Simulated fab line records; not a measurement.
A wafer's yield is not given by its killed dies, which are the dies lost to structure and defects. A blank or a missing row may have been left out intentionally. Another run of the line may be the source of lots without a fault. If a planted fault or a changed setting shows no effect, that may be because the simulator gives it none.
The same fault as seen by 3 desks -- flow n5-finfet -- each desk has only its own numbers; what lay behind them comes last

== THE DEFECT DESK ==
What the inspections along the route counted, lot by lot: means of the sampled wafers that have a number. Marked OUT: a lot whose mean sits more than 4 standard deviations from the usual mean, which makes it out of limits; the brackets give that distance.
Columns: A = raw-defect-count at N5_BEOL_M10_INSPECT_30, usual 429
lot,first seen here,A
L445,day 11 15:44,466
L444,day 12 03:40,465
L451,day 13 14:17,394
L452,day 14 04:47,362
L453,day 14 09:51,592
L457,day 14 14:48,372
L456,day 14 21:41,517
L464,day 16 22:46,396
This desk found nothing out of limits on any of the 8 lots.

== DESK OF THE TOOL OWNER: rie-metal-01 ==
The tool's own readings at N5_BEOL_M10_HM_OPEN_17 (chemistry Cl2/BCl3, target TiN, target depth 20 nm, overetch 6 nm): means of the sampled wafers that have a number, for each lot that ran on this tool. Marked OUT: a lot whose mean sits more than 4 standard deviations from the usual mean, which makes it out of limits; the brackets give that distance.
Columns: A = drypump-motor-current-A at N5_BEOL_M10_HM_OPEN_17, usual 5.8 A; B = oes-product-au at N5_BEOL_M10_HM_OPEN_17, usual 0.65 a.u.; C = throttle-valve-pct at N5_BEOL_M10_HM_OPEN_17, usual 21.99 %
lot,first seen here,A,B,C
L444,day 12 02:03,5.6,0.70,21.92
L451,day 13 13:37,5.5,0.66,21.92
L452,day 14 03:03,5.6,0.66,21.99
L457,day 14 14:10,5.3,0.60,21.96
L456,day 14 20:12,5.5,0.62,22.02
This desk found nothing out of limits on any of the 5 lots.

== METROLOGY DESK ==
Means of the sampled wafers that have a number, per lot and without regard to the tool the lot ran on: this is what the gauges read. Marked OUT: a lot whose mean sits more than 4 standard deviations from the usual mean, which makes it out of limits; the brackets give that distance. Shown are 7 of the 13 readings it has, namely the first that went out of limits plus those furthest out on some lot.
Columns: A = DIBL_P at N5_BEOL_M4_RC_MEAS_101, usual 36.3 mV/V; B = IOFF_P at N5_BEOL_M4_RC_MEAS_101, usual 0.22 nA/um; C = ION_N at N5_BEOL_M4_RC_MEAS_101, usual 675 uA/um; D = VT_P at N5_BEOL_M4_RC_MEAS_101, usual -249 mV; E = cd-nm at N5_BEOL_M10_CD_MEAS_18, usual 69.9 nm; F = trench-depth-nm at N5_BEOL_M10_OCD_MEAS_38, usual 148.3 nm; G = cd-nm at N5_BEOL_M10_CD_MEAS_35, usual 70.0 nm
lot,first seen here,A,B,C,D,E,F,G
L445,day 9 17:05,36.4,0.24,690,-248,69.9,149.5,69.9
L444,day 9 23:38,35.7,0.21,680,-250,71.2,147.7,71.0
L451,day 11 11:13,35.4,0.22,682,-248,70.2,149.3,70.3
L452,day 11 23:50,37.2,0.19,671,-253,69.6,149.2,69.8
L453,day 12 05:26,36.8,0.24,679,-246,70.7,147.6,70.8
L457,day 12 10:00,36.0,0.20,680,-251,70.2,97.5 (-27) OUT,70.2
L456,day 12 20:43,37.1,0.22,676,-250,69.3,149.5,69.6
L464,day 14 19:49,38.3,0.28,679,-244,69.9,150.5,70.1
This desk's finding: out of limits on L457; first on L457, day 14 15:20 (trench-depth-nm at N5_BEOL_M10_OCD_MEAS_38). L445, L444, L451, L452, L453, L456, L464: within limits.

== TAKEN TOGETHER ==
On L457, the metrology desk was in a position to raise an alarm at day 14 15:20.
Nothing the defect desk looked at was out of limits.
The desk of the tool owner found nothing out of limits.
The defect desk has L457 on record, within its limits.
On record at the tool owner's desk: L457, within its limits.
All the named lots went through N5_BEOL_M10_HM_OPEN_17 on rie-metal-01.

== WHAT THE SIMULATOR HAD PUT IN ==
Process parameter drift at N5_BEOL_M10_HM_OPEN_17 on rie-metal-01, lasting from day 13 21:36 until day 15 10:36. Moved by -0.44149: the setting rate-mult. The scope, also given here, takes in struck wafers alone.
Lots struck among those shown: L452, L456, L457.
Hours from the fault's start to each desk's first reading out of limits: the metrology desk, 18.
